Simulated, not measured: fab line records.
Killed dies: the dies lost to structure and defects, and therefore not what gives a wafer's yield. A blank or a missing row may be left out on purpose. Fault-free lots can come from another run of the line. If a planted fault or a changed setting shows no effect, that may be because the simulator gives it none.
Matching of chambers :: flow n5Finfet :: 4 sister chambers for N5_BEOL_M10_ETCH_65 on rieDiel-04
The step etches SiARC in CF4, target depth 39 nm, time 65 s. 8 wafers are shown with their chamber, then 7 later ones without.

WAFERS PAIRED WITH THEIR CHAMBERS
wafer: L074.3
chamber: 0
drypumpMotorCurrentA (A): 5.4
throttleValvePct (%): 15.53

wafer: L083.5
chamber: 3
drypumpMotorCurrentA (A): 5.6
throttleValvePct (%): 15.27

wafer: L085.3
chamber: 3
drypumpMotorCurrentA (A): 5.6
throttleValvePct (%): 15.28

wafer: L086.1
chamber: 0
drypumpMotorCurrentA (A): 5.4
throttleValvePct (%): 15.58

wafer: L086.5
chamber: 1
drypumpMotorCurrentA (A): 6.0
throttleValvePct (%): 15.32

wafer: L086.6
chamber: 2
drypumpMotorCurrentA (A): 5.9
throttleValvePct (%): 15.81

wafer: L084.1
chamber: 2
drypumpMotorCurrentA (A): 6.0
throttleValvePct (%): 15.82

wafer: L084.2
chamber: 1
drypumpMotorCurrentA (A): 6.0
throttleValvePct (%): 15.31

WAFERS WITHOUT THEIR CHAMBER
wafer: L084.6
drypumpMotorCurrentA (A): 5.4
throttleValvePct (%): 15.58

wafer: L092.2
drypumpMotorCurrentA (A): 5.6
throttleValvePct (%): 15.30

wafer: L092.4
drypumpMotorCurrentA (A): 6.0
throttleValvePct (%): 15.33

wafer: L092.5
drypumpMotorCurrentA (A): 5.9
throttleValvePct (%): 15.84

wafer: L096.1
drypumpMotorCurrentA (A): 5.9
throttleValvePct (%): 15.86

wafer: L096.3
drypumpMotorCurrentA (A): 6.0
throttleValvePct (%): 15.36

wafer: L096.6
drypumpMotorCurrentA (A): 6.0
throttleValvePct (%): 15.33

CHAMBER TAKEN BY EACH
wafer: L084.6
from the rows above: 0
in truth: 0

wafer: L092.2
from the rows above: 3
in truth: 3

wafer: L092.4
from the rows above: 1
in truth: 1

wafer: L092.5
from the rows above: 2
in truth: 2

wafer: L096.1
from the rows above: 2
in truth: 2

wafer: L096.3
from the rows above: 1
in truth: 1

wafer: L096.6
from the rows above: 1
in truth: 1
Correct placement for 7 of the 7. From these rows, 0 cannot be placed. Wrongly placed: 0.
How it was worked out, from the rows above alone: a wafer's distance from a chamber is the root of the sum, over the readings, of the square of ((its reading less the chamber's mean) divided by the reading's scatter). The wafer belongs to the nearest chamber; if the next one is less than 2 further off, it can't be placed. A chamber's mean is the mean of its shown wafers. The scatter is the square root of a quotient: the sum, over the shown wafers, of each reading's squared deviation from its chamber's mean, divided by wafers minus chambers.
